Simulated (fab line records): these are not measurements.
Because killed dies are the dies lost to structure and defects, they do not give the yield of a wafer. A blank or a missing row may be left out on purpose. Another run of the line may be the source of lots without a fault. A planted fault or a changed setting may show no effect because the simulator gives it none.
fab line records    flow nandHarc    part 1 of 2: steps 1 to 4 of 6
record lots=19  wafers=57  lastDay=32
route steps=1302 shown A_CHANNEL_FILL_D2@621 A_STAIRCASE@672
lots that met no fault: from a run of the same line without faults
startH: hours from the record's opening day to when the first of the lot's shown wafers began    waitH: how many hours have passed since the lot's step before this one    " the same as in the row above    L1.1+2: a single row standing in for several wafers    - no value, or no start given    * or withheld: withheld    < > ~ a bound
route shown NAME@n: a module of which the file shows steps, and the number in the route of the first    usual: mean/standard deviation of fault-free wafers    same: alike in all rows    chamber/n: place in a boat    sites: the reading at each site    _std_site: the standard deviation of these    _edge_site: mean of outer sites minus mean of inner sites    radiusMm: how far each site lies from the wafer's centre    mask NAME#n: copy n    behind: the most recent tool/chamber to have shaped the wafer    hold: why the lot was held/for how many hours/how that ended    device: transistor that didn't switch, given as n, p or np    end of line: at the end of the route, the tests of the same wafers    for a step that has no rows: nothing shown but its recipe    killed: not the wafer's yield, but the dies lost to structure and defects at the first sort    map: dies across one wafer; x = killed, . = not, _ = none there
set.NAME: the setting as run; set.NAME@STEP: as run at that earlier step    model.NAME: the simulator's own value behind a step, which no gauge read
steps of the route over a sample of lots; a table a step, a row a wafer
services: the hour from which a tool's chamber was out of use, counted from the record's first day as startH (under 0 if before that day), plus the number of hours and why
## steps
# step NHARC_A_CHANNEL_FILL_D2_STRIP_28
# recipe timeS=20  o2FlowSccm=500  arFlowSccm=0  biasW=0  chemistry=O2
# usual chamberPressureMTorr=60.00/0.058  drypumpMotorCurrentA=5.6/0.46  mfcArSccm=0.007/0.0095  oesProductAu=0.999/0.007  rfVppV=57.9/0.91  showerheadPlenumPTorr=3.62/0.12  throttleValvePct=17.037/0.0094
lot.wafer  tool        chamber  startH  waitH  chamberPressureMTorr  drypumpMotorCurrentA  mfcArSccm  oesProductAu  rfHoursCounterH  rfVppV  showerheadPlenumPTorr  throttleValvePct
L074.2     rieDiel-08  2        334.71  0.1    59.95                 5.3                   0.018      1.005         22               58.0    3.70                   17.035
L074.3     "           0        "       "      60.01                 5.7                   0          1.008         18               56.4    3.51                   17.047
L074.6     "           3        "       "      59.99                 5.6                   0.030      1.001         -                57.4    3.73                   17.035
L075.3     rieDiel-11  1        340.12  0.1    60.04                 6.2                   0          0.997         2                56.6    3.30                   17.039
L075.2     "           3        "       "      59.95                 5.1                   0.004      0.994         2                56.9    3.56                   17.050
L075.5     "           1        "       "      60.05                 6.3                   0          0.980         -                58.6    3.30                   17.028
L076.2     rieDiel-10  3        340.14  0.1    60.00                 5.8                   0          0.989         2                57.4    3.58                   17.035
L076.6     "           0        "       "      60.06                 5.6                   0.024      1.005         -                58.7    3.69                   17.044
L076.4     "           2        "       "      60.03                 5.0                   0.015      1.004         -                57.8    3.69                   17.056
L078.2     rieDiel-11  3        372.21  0.1    60.05                 5.1                   0.004      0.995         2                57.1    3.56                   17.041
L078.6     "           1        "       "      60.06                 6.3                   0          0.987         -                57.9    3.30                   17.022
L078.5     "           2        "       "      59.95                 5.6                   0          0.996         -                59.7    3.78                   17.037
L080.4     rieDiel-10  2        383.63  0.1    59.97                 5.0                   0.015      0.991         4                57.4    3.69                   17.039
L080.2     "           3        "       "      59.90                 5.8                   0          1.011         3                58.1    3.58                   17.059
L080.1     "           0        "       "      59.94                 5.6                   0.024      0.999         3                56.1    3.69                   17.048
L082.2     rieDiel-10  2        405.80  0.1    59.89                 5.0                   0.015      1.008         4                59.1    3.68                   17.026
L082.4     "           3        "       "      59.98                 5.8                   0          1.013         4                57.7    3.58                   17.046
L082.6     "           0        "       "      59.97                 5.6                   0.024      1.008         -                58.1    3.69                   17.053
L083.2     rieDiel-11  3        421.59  0.1    59.96                 5.1                   0.004      0.997         4                57.0    3.56                   17.049
L083.1     "           1        "       "      59.97                 6.2                   0          1.011         3                57.8    3.30                   17.061
L083.6     "           3        "       "      60.00                 5.1                   0.004      1.018         -                56.5    3.56                   17.047
L084.4     rieDiel-10  2        429.05  0.1    60.09                 5.0                   0.015      1.002         0                58.3    3.68                   17.037
L084.5     "           2        "       "      60.04                 5.0                   0.015      1.006         -                58.9    3.68                   17.029
L084.6     "           3        "       "      60.05                 5.8                   0          1.003         -                56.9    3.58                   17.045
L085.2     rieDiel-11  1        432.18  0.1    60.00                 6.3                   0          1.000         4                56.5    3.30                   17.026
L085.6     "           0        "       "      60.07                 5.8                   0          0.993         -                59.2    3.55                   17.036
L085.5     "           1        "       "      60.06                 6.3                   0          0.997         -                55.6    3.30                   17.035
L086.2     rieDiel-10  0        432.18  0.1    59.94                 5.6                   0.024      1.003         0                57.9    3.69                   17.046
L086.5     "           2        "       "      60.01                 4.9                   0.015      0.999         -                56.8    3.68                   17.045
L086.6     "           3        "       "      59.94                 5.8                   0          0.992         -                59.6    3.58                   17.038
L087.2     rieDiel-10  1        459.12  0.1    59.91                 6.4                   0          1.002         0                56.9    3.67                   17.032
L087.5     "           0        "       "      59.99                 5.6                   0.024      0.999         -                59.8    3.69                   17.035
L087.6     "           1        "       "      59.93                 6.4                   0          1.002         -                59.4    3.67                   17.050
L088.1     rieDiel-08  2        471.53  0.1    59.98                 5.3                   0.018      1.002         20               57.5    3.69                   17.027
L088.6     "           2        "       "      60.06                 5.3                   0.018      1.006         -                57.6    3.69                   17.033
L088.4     "           3        "       "      59.89                 5.6                   0.030      0.991         -                56.5    3.71                   17.034
L089.1     rieDiel-11  2        471.57  0.1    59.97                 5.6                   0          0.992         1                57.4    3.78                   17.050
L089.2     "           3        "       "      60.00                 5.1                   0.004      0.999         1                57.7    3.56                   17.044
L089.5     "           0        "       "      59.96                 5.8                   0          1.003         -                57.6    3.55                   17.040
L090.4     rieDiel-10  2        481.68  0.1    59.99                 5.0                   0.015      0.996         1                57.9    3.68                   17.025
L090.3     "           0        "       "      60.02                 5.6                   0.024      1.000         1                59.3    3.69                   17.033
L090.6     "           3        "       "      59.98                 5.8                   0          0.991         -                58.7    3.57                   17.032
L091.1     rieDiel-10  2        500.57  0.1    60.05                 4.9                   0.015      0.997         2                57.8    3.68                   17.031
L091.3     "           3        "       "      60.11                 5.8                   0          0.993         2                58.8    3.57                   17.041
L091.6     "           2        "       "      59.96                 5.0                   0.015      0.996         -                57.8    3.68                   17.031
L093.1     rieDiel-10  2        512.77  0.1    60.08                 4.9                   0.015      0.995         2                58.7    3.68                   17.035
L093.2     "           3        "       "      59.95                 5.8                   0          0.986         2                58.7    3.57                   17.043
L093.6     "           3        "       "      59.99                 5.8                   0          0.980         -                57.7    3.57                   17.044
L092.1     rieDiel-11  1        512.78  0.1    60.01                 6.3                   0          0.992         2                57.7    3.30                   17.047
L092.4     "           3        "       "      60.05                 5.1                   0.004      0.995         2                57.9    3.56                   17.036
L092.6     "           0        "       "      59.95                 5.8                   0          1.006         -                56.6    3.55                   17.031
L094.2     rieDiel-10  3        521.58  0.1    59.87                 5.8                   0          0.995         2                57.8    3.57                   17.029
L094.1     "           1        "       "      59.98                 6.4                   0          1.012         2                58.1    3.67                   17.034
L094.6     "           0        "       "      60.11                 5.6                   0.024      1.001         -                58.3    3.69                   17.037
L095.4     rieDiel-11  0        541.91  0.1    59.96                 5.8                   0          1.003         3                58.2    3.54                   17.027
L095.2     "           1        "       "      60.00                 6.3                   0          1.000         3                57.6    3.30                   17.012
L095.5     "           3        "       "      60.06                 5.1                   0.004      0.984         -                60.1    3.56                   17.044
# step NHARC_A_CHANNEL_FILL_D2_STRIP_29
# recipe timeS=20  o2FlowSccm=500  arFlowSccm=0  biasW=0  chemistry=O2
# usual chamberPressureMTorr=59.99/0.079  drypumpMotorCurrentA=5.7/0.45  mfcArSccm=0.008/0.01  oesProductAu=0.999/0.0069  rfVppV=58.0/0.82  showerheadPlenumPTorr=3.61/0.12  throttleValvePct=17.038/0.0088
lot.wafer  tool        chamber  startH  waitH  chamberPressureMTorr  drypumpMotorCurrentA  mfcArSccm  oesProductAu  rfHoursCounterH  rfVppV  showerheadPlenumPTorr  throttleValvePct
L074.2     rieDiel-10  1        352.12  0.2    60.00                 6.4                   0          1.010         2                59.8    3.68                   17.040
L074.3     "           3        "       "      59.97                 5.8                   0          1.005         2                57.6    3.58                   17.046
L074.6     "           1        "       "      60.02                 6.4                   0          0.992         -                57.3    3.68                   17.041
L076.2     rieDiel-11  1        -       -      60.11                 6.3                   0          0.988         2                57.0    3.30                   17.028
L076.4     "           2        "       "      60.04                 5.6                   0          0.993         2                57.7    3.78                   17.038
L076.6     "           0        "       "      60.07                 5.8                   0          0.994         -                57.5    3.55                   17.046
L075.3     rieDiel-10  3        -       -      59.94                 5.8                   0          0.993         3                57.3    3.58                   17.040
L075.2     "           1        "       "      60.02                 6.4                   0          1.000         2                57.0    3.68                   17.055
L075.5     "           2        "       "      60.02                 5.0                   0.015      1.012         -                59.5    3.69                   17.039
L078.2     rieDiel-08  2        -       -      59.93                 5.3                   0.018      1.002         3                56.9    3.70                   17.050
L078.5     "           2        "       "      59.95                 5.3                   0.018      0.995         -                57.6    3.70                   17.021
L078.6     "           3        "       "      60.02                 5.6                   0.030      1.001         -                58.4    3.72                   17.037
L080.2     rieDiel-08  3        403.59  0.1    60.04                 5.6                   0.030      1.000         5                57.1    3.72                   17.046
L080.1     "           2        "       "      59.97                 5.3                   0.018      1.005         4                58.8    3.70                   17.033
L080.4     "           3        "       "      59.93                 5.6                   0.030      1.004         -                58.8    3.72                   17.039
L082.2     rieDiel-11  0        -       -      59.99                 5.8                   0          1.002         4                59.0    3.55                   17.035
L082.4     "           3        "       "      60.07                 5.1                   0.004      1.000         5                58.9    3.56                   17.033
L082.6     "           1        "       "      60.06                 6.3                   0          1.011         -                57.4    3.30                   17.019
L083.1     rieDiel-10  3        -       -      59.91                 5.8                   0          0.994         0                57.6    3.58                   17.057
L083.2     "           0        "       "      59.93                 5.6                   0.024      0.989         0                57.6    3.69                   17.040
L083.6     "           3        "       "      59.94                 5.8                   0          0.994         -                57.3    3.58                   17.035
L084.4     rieDiel-10  3        -       -      60.03                 5.8                   0          0.995         0                57.7    3.57                   17.042
L084.5     "           0        "       "      60.04                 5.6                   0.024      0.999         -                57.5    3.69                   17.043
L084.6     "           1        "       "      59.97                 6.4                   0          1.004         -                57.9    3.67                   17.031
L086.2     rieDiel-11  0        -       -      59.26                 5.8                   0          0.999         1                57.6    3.55                   17.046
L086.6     "           3        "       "      60.09                 5.1                   0.004      0.997         -                57.7    3.56                   17.035
L086.5     "           0        "       "      59.96                 5.8                   0          1.002         -                57.2    3.55                   17.026
L085.2     rieDiel-10  3        -       -      60.03                 5.8                   0          0.999         0                58.5    3.58                   17.045
L085.5     "           2        "       "      60.08                 4.9                   0.015      0.996         -                56.9    3.68                   17.046
L085.6     "           3        "       "      60.10                 5.8                   0          0.994         -                57.9    3.58                   17.039
L087.2     rieDiel-10  1        -       -      60.05                 6.4                   0          0.999         1                58.1    3.67                   17.032
L087.5     "           3        "       "      60.04                 5.8                   0          1.007         -                59.1    3.57                   17.045
L087.6     "           0        "       "      60.12                 5.5                   0.024      1.006         -                58.8    3.69                   17.042
L088.1     rieDiel-11  0        -       -      60.01                 5.8                   0          0.994         2                57.8    3.55                   17.026
L088.4     "           2        "       "      59.98                 5.6                   0          0.991         2                57.8    3.78                   17.045
L088.6     "           0        "       "      59.93                 5.8                   0          0.991         -                57.0    3.55                   17.025
L089.2     rieDiel-10  0        -       -      60.04                 5.6                   0.024      1.003         1                59.0    3.69                   17.039
L089.1     "           1        "       "      59.95                 6.4                   0          0.999         1                57.8    3.67                   17.040
L089.5     "           0        "       "      60.01                 5.6                   0.024      0.989         -                58.7    3.69                   17.039
L090.4     rieDiel-10  0        -       -      59.96                 5.6                   0.024      1.002         2                58.0    3.69                   17.047
L090.3     "           1        "       "      60.03                 6.4                   0          0.995         2                57.3    3.67                   17.038
L090.6     "           2        "       "      60.05                 5.0                   0.015      1.000         -                59.2    3.68                   17.036
L091.1     rieDiel-10  1        -       -      59.90                 6.4                   0          1.000         2                58.8    3.67                   17.049
L091.3     "           0        "       "      59.91                 5.6                   0.024      1.007         2                58.8    3.69                   17.044
L091.6     "           1        "       "      59.99                 6.4                   0          1.001         -                58.6    3.67                   17.035
L092.1     rieDiel-11  0        -       -      60.00                 5.8                   0          1.003         3                57.7    3.55                   17.042
L092.4     "           2        "       "      60.02                 5.6                   0          1.008         3                57.3    3.78                   17.022
L092.6     "           1        "       "      59.93                 6.3                   0          0.999         -                56.1    3.30                   17.036
L093.1     rieDiel-10  3        -       -      60.01                 5.8                   0          1.001         2                57.4    3.57                   17.039
L093.2     "           0        "       "      59.98                 5.6                   0.024      1.011         2                59.4    3.69                   17.035
L093.6     "           2        "       "      59.96                 5.0                   0.015      0.999         -                57.9    3.68                   17.023
L094.2     rieDiel-08  3        -       -      60.00                 5.5                   0.030      0.998         32               58.1    3.70                   17.058
L094.1     "           0        "       "      60.05                 5.7                   0          0.983         31               56.9    3.49                   17.043
L094.6     "           3        "       "      59.94                 5.6                   0.030      0.998         -                57.6    3.70                   17.028
L095.2     rieDiel-10  0        -       -      59.94                 5.5                   0.024      0.998         3                57.8    3.69                   17.039
L095.4     "           1        "       "      59.96                 6.4                   0          1.003         3                59.1    3.67                   17.036
L095.5     "           0        "       "      59.94                 5.5                   0.024      1.002         -                58.8    3.68                   17.028
# step NHARC_A_STAIRCASE_TRIM_16
# recipe timeS=211.2  o2FlowSccm=500  arFlowSccm=0  biasW=0  chemistry=O2
# usual chamberPressureMTorr=60.01/0.054  drypumpMotorCurrentA=5.7/0.35  mfcArSccm=0.013/0.012  oesProductAu=1.000/0.0082  rfVppV=57.8/0.9  showerheadPlenumPTorr=3.54/0.16  throttleValvePct=17.036/0.011
lot.wafer  tool        chamber  startH  waitH  chamberPressureMTorr  drypumpMotorCurrentA  mfcArSccm  oesProductAu  rfHoursCounterH  rfVppV  showerheadPlenumPTorr  throttleValvePct
L074.2     rieDiel-01  0        -       -      60.07                 5.6                   0.024      1.007         51               57.6    3.45                   17.033
L074.3     "           2        "       "      59.96                 6.1                   0.029      0.997         54               57.1    3.58                   17.040
L074.6     "           0        "       "      60.02                 5.6                   0.024      0.997         -                57.1    3.45                   17.044
L076.2     rieDiel-01  0        -       -      60.02                 5.6                   0.024      1.002         53               56.4    3.45                   17.038
L076.4     "           2        "       "      60.01                 6.0                   0.029      1.003         56               57.4    3.57                   17.053
L076.6     "           1        "       "      59.96                 5.4                   0          1.015         -                57.9    3.78                   17.036
L075.2     rieDiel-13  1        -       -      60.01                 5.3                   0          0.991         5                59.3    3.63                   17.034
L075.3     "           0        "       "      60.02                 6.3                   0          0.992         5                56.9    3.51                   17.050
L075.5     "           1        "       "      60.04                 5.3                   0          0.988         -                58.3    3.63                   17.026
L078.2     rieDiel-01  1        -       -      59.90                 5.4                   0          1.003         2                58.4    3.77                   17.059
L078.5     "           3        "       "      60.11                 5.8                   0.007      0.997         -                58.4    3.37                   17.030
L078.6     "           0        "       "      59.99                 5.6                   0.024      1.001         -                56.4    3.45                   17.028
L080.4     rieDiel-13  1        -       -      60.00                 5.3                   0          0.990         24               59.0    3.62                   17.044
L080.2     "           2        "       "      60.08                 6.0                   0.023      0.993         27               59.4    3.73                   17.056
L080.1     "           3        "       "      59.93                 5.8                   0.016      0.984         27               58.9    3.37                   17.039
L082.4     rieDiel-01  3        -       -      60.01                 5.8                   0.007      1.005         12               58.9    3.37                   17.051
L082.2     "           0        "       "      60.08                 5.6                   0.024      0.991         12               56.3    3.44                   17.040
L082.6     "           1        "       "      60.01                 5.4                   0          1.000         -                57.8    3.77                   17.034
L083.2     rieDiel-01  0        -       -      59.92                 5.6                   0.024      1.002         19               58.4    3.44                   17.035
L083.1     "           1        "       "      60.01                 5.4                   0          1.000         21               56.6    3.76                   17.045
L083.6     "           0        "       "      59.98                 5.6                   0.024      1.001         -                58.2    3.44                   17.043
L084.4     rieDiel-12  3        -       -      60.04                 5.0                   0          0.988         0                58.6    3.75                   17.041
L084.5     "           3        "       "      59.94                 5.0                   0          0.996         -                57.2    3.75                   17.031
L084.6     "           0        "       "      60.04                 5.7                   0.020      1.005         -                58.3    3.38                   17.031
L086.2     rieDiel-01  0        -       -      59.97                 5.6                   0.024      0.997         25               56.5    3.44                   17.001
L086.6     "           3        "       "      60.02                 5.7                   0.007      1.016         -                57.6    3.36                   17.019
L086.5     "           0        "       "      59.99                 5.6                   0.024      0.988         -                57.9    3.44                   17.036
L085.2     rieDiel-12  1        -       -      59.95                 5.7                   0.033      0.999         5                55.7    3.74                   17.023
L085.6     "           3        "       "      60.08                 5.0                   0          0.998         -                58.3    3.75                   17.041
L085.5     "           0        "       "      59.96                 5.6                   0.020      0.993         -                57.7    3.38                   17.041
L087.2     rieDiel-12  1        -       -      60.00                 5.7                   0.033      1.001         11               58.3    3.74                   17.029
L087.6     "           1        "       "      59.97                 5.7                   0.033      0.997         -                59.4    3.74                   17.028
L087.5     "           2        "       "      60.01                 5.9                   0          1.009         -                58.2    3.37                   17.018
L088.4     rieDiel-13  3        -       -      59.96                 5.8                   0.016      0.989         53               57.7    3.36                   17.032
L088.1     "           0        "       "      60.04                 6.4                   0          0.992         52               57.6    3.49                   17.047
L088.6     "           0        "       "      59.99                 6.4                   0          0.995         -                60.3    3.49                   17.039
L089.1     rieDiel-12  0        -       -      60.11                 5.7                   0.020      0.994         15               58.8    3.37                   17.037
L089.2     "           2        "       "      60.02                 5.9                   0          0.998         12               57.2    3.37                   17.037
L089.5     "           0        "       "      60.05                 5.6                   0.020      1.000         -                56.7    3.37                   17.042
L090.4     rieDiel-12  3        -       -      60.13                 5.0                   0          1.002         18               58.4    3.74                   17.025
L090.3     "           0        "       "      60.04                 5.6                   0.020      1.011         18               57.6    3.37                   17.035
L090.6     "           1        "       "      59.87                 5.7                   0.033      1.001         -                58.5    3.74                   17.037
L091.1     rieDiel-13  0        -       -      60.00                 6.4                   0          0.991         0                56.8    3.48                   17.030
L091.3     "           1        "       "      60.08                 5.3                   0          0.996         0                59.0    3.60                   17.037
L091.6     "           0        "       "      60.15                 6.4                   0          0.994         -                56.8    3.48                   17.038
L092.4     rieDiel-12  1        -       -      59.95                 5.7                   0.033      1.011         22               58.0    3.73                   17.022
L092.1     "           2        "       "      59.97                 5.8                   0          1.000         23               59.4    3.36                   17.030
L092.6     "           0        "       "      60.08                 5.6                   0.020      1.009         -                56.6    3.37                   17.036
L093.1     rieDiel-01  1        -       -      59.94                 5.4                   0          0.987         58               57.0    3.74                   17.044
L093.2     "           3        "       "      60.03                 5.8                   0.007      1.008         49               56.8    3.35                   17.030
L093.6     "           1        "       "      60.04                 5.4                   0          0.989         -                58.4    3.74                   17.023
L094.2     rieDiel-01  3        -       -      59.97                 5.8                   0.007      1.022         52               56.5    3.35                   17.027
L094.1     "           1        "       "      60.02                 5.4                   0          0.994         60               57.4    3.74                   17.047
L094.6     "           0        "       "      59.98                 5.6                   0.024      1.003         -                57.1    3.42                   17.049
L095.4     rieDiel-12  1        -       -      60.09                 5.7                   0.033      1.006         31               59.3    3.73                   17.045
L095.2     "           0        "       "      60.04                 5.6                   0.020      1.001         36               58.0    3.36                   17.034
L095.5     "           2        "       "      60.10                 5.8                   0          1.002         -                57.2    3.35                   17.022
# step NHARC_A_STAIRCASE_ETCH_27
# recipe targetDepthA=1000  timeS=40.5  ionEnergyEv=400  c4f8FlowSccm=20  o2FlowSccm=10  arFlowSccm=withheld  rfW=600  biasW=1000  chemistry=C4F8/O2
# usual chamberPressureMTorr=24.998/0.022  oesProductAu=0.942/0.0099  rfVppV=896/5.6
lot.wafer  tool        chamber  startH  waitH  chamberPressureMTorr  oesProductAu  rfHoursCounterH  rfVppV
L074.2     rieDiel-13  0        -       -      25.011                0.942         4                895
L074.3     "           1        "       "      24.972                0.944         4                900
L074.6     "           0        "       "      24.987                0.941         -                895
L076.2     rieDiel-12  2        -       -      24.989                0.950         27               891
L076.4     "           1        "       "      24.952                0.932         32               904
L076.6     "           3        "       "      24.966                0.937         -                904
L075.2     rieDiel-12  1        -       -      24.994                0.931         35               904
L075.3     "           2        "       "      25.001                0.934         29               891
L075.5     "           0        "       "      24.998                0.950         -                891
L078.2     rieDiel-12  0        -       -      25.021                0.939         38               891
L078.6     "           3        "       "      24.984                0.933         -                905
L078.5     "           0        "       "      24.951                0.943         -                892
L080.2     rieDiel-01  0        -       -      24.978                0.953         7                893
L080.4     "           1        "       "      24.988                0.942         9                904
L080.1     "           2        "       "      25.011                0.942         8                897
L082.4     rieDiel-01  3        -       -      25.006                0.968         12               890
L082.2     "           0        "       "      24.984                0.937         13               893
L082.6     "           1        "       "      24.998                0.938         -                903
L083.1     rieDiel-01  3        -       -      25.000                0.949         18               889
L083.2     "           0        "       "      25.000                0.931         23               893
L083.6     "           1        "       "      25.027                0.941         -                904
L084.4     rieDiel-01  0        -       -      25.016                0.934         25               892
L084.6     "           2        "       "      24.972                0.931         -                897
L084.5     "           3        "       "      24.973                0.959         -                888
L086.2     rieDiel-01  0        -       -      25.011                0.930         26               893
L086.6     "           1        "       "      25.017                0.929         -                905
L086.5     "           2        "       "      25.008                0.932         -                897
L085.2     rieDiel-13  2        -       -      24.995                0.926         42               903
L085.6     "           3        "       "      24.977                0.931         -                890
L085.5     "           0        "       "      24.971                0.945         -                893
L087.2     rieDiel-13  3        -       -      24.982                0.947         48               889
L087.6     "           0        "       "      24.987                0.957         -                895
L087.5     "           1        "       "      24.990                0.967         -                898
L088.1     rieDiel-13  1        -       -      24.989                0.945         50               898
L088.4     "           0        "       "      25.011                0.935         53               894
L088.6     "           1        "       "      24.986                0.937         -                899
L089.1     rieDiel-12  0        -       -      25.059                0.961         16               890
L089.2     "           1        "       "      25.003                0.946         14               902
L089.5     "           0        "       "      25.011                0.955         -                889
L090.4     rieDiel-12  2        -       -      24.993                0.962         16               890
L090.3     "           3        "       "      25.022                0.951         18               904
L090.6     "           3        "       "      25.010                0.935         -                904
L091.1     rieDiel-13  0        -       -      24.997                0.931         1                894
L091.3     "           2        "       "      24.965                0.927         1                903
L091.6     "           1        "       "      24.962                0.942         -                898
L092.1     rieDiel-13  1        -       -      24.980                0.944         3                899
L092.4     "           2        "       "      25.004                0.938         3                902
L092.6     "           1        "       "      25.011                0.943         -                899
L093.2     rieDiel-13  3        -       -      24.998                0.938         6                889
L093.1     "           1        "       "      25.032                0.954         4                898
L093.6     "           2        "       "      24.973                0.929         -                901
L094.2     rieDiel-13  3        -       -      24.993                0.947         7                890
L094.1     "           0        "       "      25.005                0.937         7                895
L094.6     "           3        "       "      25.018                0.947         -                889
L095.4     rieDiel-12  2        -       -      25.027                0.942         33               888
L095.2     "           1        "       "      25.001                0.942         31               902
L095.5     "           3        "       "      24.986                0.943         -                903
